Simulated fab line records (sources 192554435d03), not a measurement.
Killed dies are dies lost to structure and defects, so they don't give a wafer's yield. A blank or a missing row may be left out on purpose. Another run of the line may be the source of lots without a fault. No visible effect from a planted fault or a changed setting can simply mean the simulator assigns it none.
Which of the tools did it?	flow n5-finfet	21 lots, 63 wafers sampled, at 6 steps of a route of 1938

## WHAT THE GAUGES READ, wafer by wafer
The record lacks any reading of a measuring or inspecting step that a usual standard deviation could be used to judge.

## EACH LOT AND THE TOOL THAT RAN IT (in order: tool; ch and the chambers of the sampled wafers; start)
lot	N5_BEOL_M4_ETCH_63	N5_BEOL_M4_STRIP_66	N5_BEOL_M4_ETCH_70	N5_BEOL_M4_ALD_84	N5_BEOL_M4_SPUTTER_48	N5_BEOL_M4_SPUTTER_88
L074	rie-diel-06 ch 1,2,3, day 7 12:04	rie-diel-06 ch 1,2,3, day 7 12:14	rie-diel-06 ch 1,2, day 8 00:18	ald-metal-03 ch 0,2,3, day 8 01:22	pvd-sputter-01, day 8 01:52	pvd-sputter-01, day 8 02:45
L075	rie-diel-02 ch 0,1, day 7 19:50	rie-diel-02 ch 0,1, day 7 20:00	rie-diel-01 ch 0,3, day 8 03:25	ald-metal-03 ch 0,3, day 8 04:07	pvd-sputter-01, day 8 04:38	pvd-sputter-01, day 8 05:31
L076	rie-diel-01 ch 0,3, day 8 00:07	rie-diel-01 ch 0,3, day 8 00:16	rie-diel-02 ch 1,2,3, day 8 07:35	ald-metal-01 ch 0,1,3, day 8 08:15	pvd-sputter-03, day 8 08:47	pvd-sputter-03, day 8 09:40
L077	rie-diel-01 ch 0,1,3, day 8 01:30	rie-diel-01 ch 0,1,3, day 8 01:40	rie-diel-01 ch 0,3, day 8 07:50	ald-metal-01 ch 0,1, day 8 08:35	pvd-sputter-03, day 8 10:38	pvd-sputter-03, day 8 11:31
L078	rie-diel-02 ch 0,1, day 8 18:09	rie-diel-02 ch 0,1, day 8 18:19	rie-diel-02 ch 0,1,3, day 8 23:19	ald-metal-03 ch 2,3, day 9 00:02	pvd-sputter-01, day 9 02:05	pvd-sputter-01, day 9 02:58
L079	rie-diel-06 ch 2,3, day 8 22:29	rie-diel-06 ch 2,3, day 8 22:39	rie-diel-02 ch 0,3, day 9 03:56	ald-metal-04 ch 0,1,2, day 9 04:51	pvd-sputter-03, day 9 05:31	pvd-sputter-03, day 9 06:24
L080	rie-diel-06 ch 0,3, day 9 11:18	rie-diel-06 ch 0,3, day 9 11:28	rie-diel-01 ch 0,2, day 9 20:48	ald-metal-04 ch 0,2,3, day 9 21:50	pvd-sputter-02, day 9 22:47	pvd-sputter-02, day 9 23:40
L081	rie-diel-01 ch 1,2,3, day 9 13:01	rie-diel-01 ch 1,2,3, day 9 13:10	rie-diel-02 ch 0,1,2, day 9 16:54	ald-metal-04 ch 0,1,2, day 9 17:58	pvd-sputter-01, day 9 18:35	pvd-sputter-01, day 9 19:28
L082	rie-diel-02 ch 0,1,2, day 9 15:30	rie-diel-02 ch 0,1,2, day 9 15:40	rie-diel-02 ch 0,1, day 9 22:42	ald-metal-03 ch 0,1,2, day 10 00:50	pvd-sputter-01, day 10 01:19	pvd-sputter-01, day 10 02:12
L083	rie-diel-06 ch 0,1, day 10 02:11	rie-diel-06 ch 0,1, day 10 02:21	rie-diel-02 ch 0,1,3, day 10 03:39	ald-metal-01 ch 1,2,3, day 10 04:30	pvd-sputter-01, day 10 05:19	pvd-sputter-01, day 10 06:12
L084	rie-diel-06 ch 0,2,3, day 10 04:34	rie-diel-06 ch 0,2,3, day 10 04:44	rie-diel-02 ch 2,3, day 10 06:39	ald-metal-04 ch 0,1,2, day 10 07:44	pvd-sputter-03, day 10 08:19	pvd-sputter-03, day 10 09:11
L085	rie-diel-02 ch 2,3, day 10 08:10	rie-diel-02 ch 2,3, day 10 08:19	rie-diel-06 ch 0,3, day 10 17:19	ald-metal-04 ch 2,3, day 10 18:31	pvd-sputter-02, day 10 19:02	pvd-sputter-02, day 10 19:55
L087	rie-diel-01 ch 0,1,2, day 11 05:22	rie-diel-01 ch 0,1,2, day 11 05:32	rie-diel-01 ch 0,1,3, day 11 08:15	ald-metal-04 ch 1,2,3, day 11 09:35	pvd-sputter-03, day 11 10:41	pvd-sputter-03, day 11 11:34
L089	rie-diel-01 ch 0,2, day 11 15:15	rie-diel-01 ch 0,2, day 11 15:25	rie-diel-01 ch 0,2,3, day 12 01:45	ald-metal-03 ch 0,1,2, day 12 02:40	pvd-sputter-01, day 12 03:13	pvd-sputter-01, day 12 04:06
L091	rie-diel-02 ch 1,2,3, day 11 22:16	rie-diel-02 ch 1,2,3, day 11 22:25	rie-diel-06 ch 2,3, day 12 04:41	ald-metal-03 ch 1,2,3, day 12 05:29	pvd-sputter-01, day 12 06:14	pvd-sputter-01, day 12 07:07
L090	rie-diel-01 ch 1,2,3, day 12 03:17	rie-diel-01 ch 1,2,3, day 12 03:27	rie-diel-01 ch 1,2,3, day 12 07:50	ald-metal-04 ch 1,2, day 12 08:58	pvd-sputter-03, day 12 09:36	pvd-sputter-03, day 12 10:29
L092	rie-diel-02 ch 1,2,3, day 12 09:10	rie-diel-02 ch 1,2,3, day 12 09:19	rie-diel-02 ch 1,2,3, day 12 17:11	ald-metal-04 ch 0,1,3, day 12 18:18	pvd-sputter-03, day 12 19:16	pvd-sputter-03, day 12 20:08
L094	rie-diel-06 ch 0,1,2, day 13 06:49	rie-diel-06 ch 0,1,2, day 13 06:59	rie-diel-01 ch 1,2, day 13 12:32	ald-metal-01 ch 2,3, day 13 13:40	pvd-sputter-03, day 13 14:13	pvd-sputter-03, day 13 15:05
L093	rie-diel-02 ch 0,2, day 13 14:10	rie-diel-02 ch 0,2, day 13 14:19	rie-diel-01 ch 0,1,2, day 14 00:53	ald-metal-03 ch 1,2,3, day 14 01:47	pvd-sputter-02, day 14 02:25	pvd-sputter-02, day 14 03:17
L096	rie-diel-02 ch 0,2, day 13 22:41	rie-diel-02 ch 0,2, day 13 22:51	rie-diel-01 ch 0,2,3, day 14 06:23	ald-metal-01 ch 0,2, day 14 07:16	pvd-sputter-03, day 14 07:58	pvd-sputter-03, day 14 08:51
L097	rie-diel-01 ch 0,3, day 14 07:01	rie-diel-01 ch 0,3, day 14 07:10	rie-diel-02 ch 0,3, day 14 18:40	ald-metal-04 ch 1,2, day 14 19:50	pvd-sputter-02, day 14 21:56	pvd-sputter-02, day 15 01:04
- N5_BEOL_M4_ETCH_63: etches SiARC in CF4, target depth 15.6 nm, time 26 s.
- N5_BEOL_M4_STRIP_66: strips in CF4.
- N5_BEOL_M4_ETCH_70: etches SOC in N2/H2, target depth 80 nm, overetch 24 nm, time 130 s.
- N5_BEOL_M4_ALD_84: deposits TaN, pulse time 2 s, purge time 3 s, co reactant purge time 2 s.
- N5_BEOL_M4_SPUTTER_48: material Cu, target thk 4.5 nm, time 8.29 s.
- N5_BEOL_M4_SPUTTER_88: material Cu, target thk 4.5 nm, time 8.29 s.

## AS READ BY THE TOOLS THEMSELVES (means over the sampled wafers that have a number; for cases with no such wafer, the mark the record gives instead)
N5_BEOL_M4_ETCH_63. Usual: for cf4-flow-sccm, 100.04 sccm with a standard deviation of 0.27; for drypump-motor-current-A, 5.7 A with a standard deviation of 0.52; for etch-rf-on-time-s, 26.0 s with a standard deviation of 0.7; for oes-product-au, 0.72 a.u. with a standard deviation of 0.082; for rf-vpp-V, 184.1 V with a standard deviation of 1.2; for showerhead-plenum-p-Torr, 2.14 Torr with a standard deviation of 0.083; for throttle-valve-pct, 15.51 % with a standard deviation of 0.21.
lot	tool	cf4-flow-sccm (sccm)	drypump-motor-current-A (A)	etch-rf-on-time-s (s)	oes-product-au (a.u.)	rf-vpp-V (V)	showerhead-plenum-p-Torr (Torr)	throttle-valve-pct (%)	flag
L074	rie-diel-06	99.80	5.2	25.6	0.75	184.5	2.14	15.44	
L075	rie-diel-02	100.05	5.5	26.4	0.61	182.9	2.04	15.70	
L076	rie-diel-01	100.00	6.0	26.4	0.70	184.3	2.15	15.59	
L077	rie-diel-01	100.08	6.2	25.9	0.76	184.2	2.13	15.58	
L078	rie-diel-02	100.12	5.5	27.1	0.58	183.5	2.04	15.77	
L079	rie-diel-06	99.85	5.4	25.3	0.75	184.1	2.14	15.59	
L080	rie-diel-06	100.39	5.4	25.2	0.80	184.2	2.16	15.23	
L081	rie-diel-01	100.48	6.0	25.6	0.80	183.5	2.10	15.44	
L082	rie-diel-02	100.13	5.5	26.6	0.66	183.4	2.12	15.65	
L083	rie-diel-06	100.16	5.1	26.2	0.71	184.4	2.19	15.41	
L084	rie-diel-06	100.29	5.4	25.6	0.76	184.6	2.17	15.45	
L085	rie-diel-02	100.02	5.8	26.3	0.71	185.2	2.19	15.47	
L087	rie-diel-01	100.00	5.9	26.2	0.73	183.7	2.12	15.46	
L089	rie-diel-01	100.35	5.4	26.2	0.74	183.6	2.12	15.31	
L091	rie-diel-02	100.16	5.8	26.4	0.72	184.9	2.19	15.45	
L090	rie-diel-01	99.99	6.0	25.5	0.76	182.7	2.10	15.47	
L092	rie-diel-02	100.18	5.8	26.5	0.71	184.4	2.19	15.46	
L094	rie-diel-06	100.03	5.3	25.6	0.70	184.9	2.18	15.59	
L093	rie-diel-02	100.22	5.5	26.0	0.64	183.7	2.10	15.69	
L096	rie-diel-02	100.21	5.5	26.1	0.68	183.9	2.18	15.60	
L097	rie-diel-01	99.93	6.0	26.4	0.66	183.4	2.13	15.69	

N5_BEOL_M4_STRIP_66. Usual: cf4-flow-sccm 150.0 sccm, standard deviation 0.5; drypump-motor-current-A 5.7 A, standard deviation 0.52; oes-product-au 0.83 a.u., standard deviation 0.09; rf-vpp-V 271.0 V, standard deviation 1.6; showerhead-plenum-p-Torr 1.79 Torr, standard deviation 0.066; throttle-valve-pct 13.47 %, standard deviation 0.22.
lot	tool	cf4-flow-sccm (sccm)	drypump-motor-current-A (A)	oes-product-au (a.u.)	rf-vpp-V (V)	showerhead-plenum-p-Torr (Torr)	throttle-valve-pct (%)	flag
L074	rie-diel-06	149.9	5.2	0.86	271.4	1.80	13.41	
L075	rie-diel-02	150.0	5.5	0.71	269.4	1.72	13.73	
L076	rie-diel-01	150.2	6.0	0.82	270.8	1.79	13.53	
L077	rie-diel-01	149.9	6.3	0.88	271.1	1.78	13.52	
L078	rie-diel-02	149.9	5.5	0.69	269.6	1.71	13.77	
L079	rie-diel-06	150.2	5.4	0.85	271.3	1.79	13.56	
L080	rie-diel-06	149.6	5.4	0.90	271.7	1.81	13.19	
L081	rie-diel-01	149.7	6.0	0.91	270.6	1.77	13.37	
L082	rie-diel-02	149.5	5.4	0.77	270.5	1.77	13.63	
L083	rie-diel-06	149.8	5.1	0.83	271.5	1.83	13.39	
L084	rie-diel-06	150.7	5.4	0.87	271.9	1.82	13.41	
L085	rie-diel-02	150.0	5.8	0.83	271.4	1.84	13.43	
L087	rie-diel-01	149.9	5.9	0.86	270.2	1.77	13.40	
L089	rie-diel-01	149.9	5.4	0.86	271.2	1.77	13.27	
L091	rie-diel-02	150.0	5.7	0.83	272.3	1.84	13.41	
L090	rie-diel-01	149.9	6.0	0.87	270.1	1.76	13.42	
L092	rie-diel-02	150.3	5.8	0.83	271.7	1.84	13.42	
L094	rie-diel-06	149.5	5.3	0.81	272.6	1.83	13.57	
L093	rie-diel-02	149.9	5.5	0.75	269.5	1.77	13.69	
L096	rie-diel-02	149.9	5.5	0.80	271.5	1.83	13.59	
L097	rie-diel-01	150.1	6.0	0.76	270.6	1.78	13.64	

N5_BEOL_M4_ETCH_70. Usual: drypump-motor-current-A 5.8 A, standard deviation 0.55; oes-product-au 0.60 a.u., standard deviation 0.07; rf-vpp-V 522.8 V, standard deviation 2.7; showerhead-plenum-p-Torr 2.51 Torr, standard deviation 0.093; throttle-valve-pct 17.75 %, standard deviation 0.19.
lot	tool	drypump-motor-current-A (A)	oes-product-au (a.u.)	rf-vpp-V (V)	showerhead-plenum-p-Torr (Torr)	throttle-valve-pct (%)	flag
L074	rie-diel-06	5.1	0.60	525.1	2.56	17.70	
L075	rie-diel-01	6.1	0.64	522.8	2.51	17.70	
L076	rie-diel-02	5.8	0.58	522.9	2.52	17.77	
L077	rie-diel-01	6.1	0.64	523.8	2.51	17.72	
L078	rie-diel-02	5.9	0.51	520.3	2.41	17.87	
L079	rie-diel-02	6.2	0.52	520.3	2.43	17.88	
L080	rie-diel-01	5.4	0.66	522.2	2.51	17.48	
L081	rie-diel-02	5.5	0.57	522.9	2.51	17.85	
L082	rie-diel-02	5.5	0.52	519.2	2.41	17.95	
L083	rie-diel-02	5.8	0.51	520.4	2.41	17.91	
L084	rie-diel-02	6.1	0.57	523.2	2.52	17.80	
L085	rie-diel-06	5.4	0.66	523.6	2.56	17.54	
L087	rie-diel-01	6.3	0.62	523.3	2.50	17.78	
L089	rie-diel-01	5.8	0.62	522.3	2.50	17.64	
L091	rie-diel-06	5.4	0.61	523.6	2.54	17.84	
L090	rie-diel-01	5.9	0.65	522.1	2.48	17.65	
L092	rie-diel-02	5.8	0.62	525.3	2.60	17.68	
L094	rie-diel-01	6.2	0.64	522.2	2.48	17.72	
L093	rie-diel-01	6.0	0.61	521.4	2.49	17.69	
L096	rie-diel-01	5.8	0.60	522.7	2.49	17.66	
L097	rie-diel-02	6.3	0.65	526.1	2.63	17.66	

N5_BEOL_M4_ALD_84. Usual: heater-power-w 402 W, standard deviation 40; precursor-vessel-carrier-sccm 1000 sccm, standard deviation 3.1.
lot	tool	heater-power-w (W)	precursor-vessel-carrier-sccm (sccm)	flag
L074	ald-metal-03	416	999	
L075	ald-metal-03	436	1002	
L076	ald-metal-01	413	1000	
L077	ald-metal-01	397	1001	
L078	ald-metal-03	455	1001	
L079	ald-metal-04	386	999	
L080	ald-metal-04	380	1003	
L081	ald-metal-04	387	996	
L082	ald-metal-03	412	1001	
L083	ald-metal-01	386	997	
L084	ald-metal-04	387	1002	
L085	ald-metal-04	394	1000	
L087	ald-metal-04	396	1000	
L089	ald-metal-03	407	1001	
L091	ald-metal-03	437	1003	
L090	ald-metal-04	394	997	
L092	ald-metal-04	400	1000	
L094	ald-metal-01	397	998	
L093	ald-metal-03	444	996	
L096	ald-metal-01	386	999	
L097	ald-metal-04	401	998	

N5_BEOL_M4_SPUTTER_48. Usual: chamber-pressure-pa 0.07002 Pa, standard deviation 0.00013; throttle-valve-pct 30.3 %, standard deviation 1.
lot	tool	chamber-pressure-pa (Pa)	throttle-valve-pct (%)	flag
L074	pvd-sputter-01	0.06996	30.8	
L075	pvd-sputter-01	0.06989	31.4	
L076	pvd-sputter-03	0.07020	29.8	
L077	pvd-sputter-03	0.07014	30.3	
L078	pvd-sputter-01	0.06994	30.5	
L079	pvd-sputter-03	0.07001	31.0	
L080	pvd-sputter-02	0.06999	29.1	
L081	pvd-sputter-01	0.07007	31.2	
L082	pvd-sputter-01	0.06995	30.8	
L083	pvd-sputter-01	0.06999	31.0	
L084	pvd-sputter-03	0.07001	31.0	
L085	pvd-sputter-02	0.07010	29.4	
L087	pvd-sputter-03	0.07006	30.1	
L089	pvd-sputter-01	0.06999	31.5	
L091	pvd-sputter-01	0.07006	31.1	
L090	pvd-sputter-03	0.06998	30.4	
L092	pvd-sputter-03	0.07004	29.6	
L094	pvd-sputter-03	0.06995	31.5	
L093	pvd-sputter-02	0.07006	29.2	
L096	pvd-sputter-03	0.06999	30.2	
L097	pvd-sputter-02	0.07024	29.4	

N5_BEOL_M4_SPUTTER_88. Usual: chamber-pressure-pa 0.07001 Pa, standard deviation 0.00014; throttle-valve-pct 30.3 %, standard deviation 1.
lot	tool	chamber-pressure-pa (Pa)	throttle-valve-pct (%)	flag
L074	pvd-sputter-01	0.07001	30.7	
L075	pvd-sputter-01	0.06997	31.3	
L076	pvd-sputter-03	0.06997	29.9	
L077	pvd-sputter-03	0.07012	30.2	
L078	pvd-sputter-01	0.07016	30.6	
L079	pvd-sputter-03	0.06994	31.0	
L080	pvd-sputter-02	0.06998	29.0	
L081	pvd-sputter-01	0.06999	31.2	
L082	pvd-sputter-01	0.07002	30.8	
L083	pvd-sputter-01	0.06993	30.9	
L084	pvd-sputter-03	0.07000	31.1	
L085	pvd-sputter-02	0.06998	29.5	
L087	pvd-sputter-03	0.07014	30.3	
L089	pvd-sputter-01	0.07007	31.3	
L091	pvd-sputter-01	0.07001	31.0	
L090	pvd-sputter-03	0.06996	30.2	
L092	pvd-sputter-03	0.06999	29.6	
L094	pvd-sputter-03	0.06997	31.3	
L093	pvd-sputter-02	0.06989	29.2	
L096	pvd-sputter-03	0.06994	30.1	
L097	pvd-sputter-02	0.07014	29.4	

## THE ANSWER, worked out from the rows above alone
Rule: a lot is off if the mean of its wafers that have a number lies more than 3 standard deviations from the usual mean. Also off: a lot with no number at a reading for which 4 or more lots have one. All remaining lots with rows at the step are treated as sound. Order of review: gauges by route order, followed by the tools' own readings, for which a lot's mean as printed above is used. The first step at which some lot is off is used, and at that step the reading that is off furthest; a lot without a number counts as furthest.
No lot is off on any of the readings shown, so nothing can be concluded from this.

## WHAT HAD BEEN PUT IN BY THE SIMULATOR
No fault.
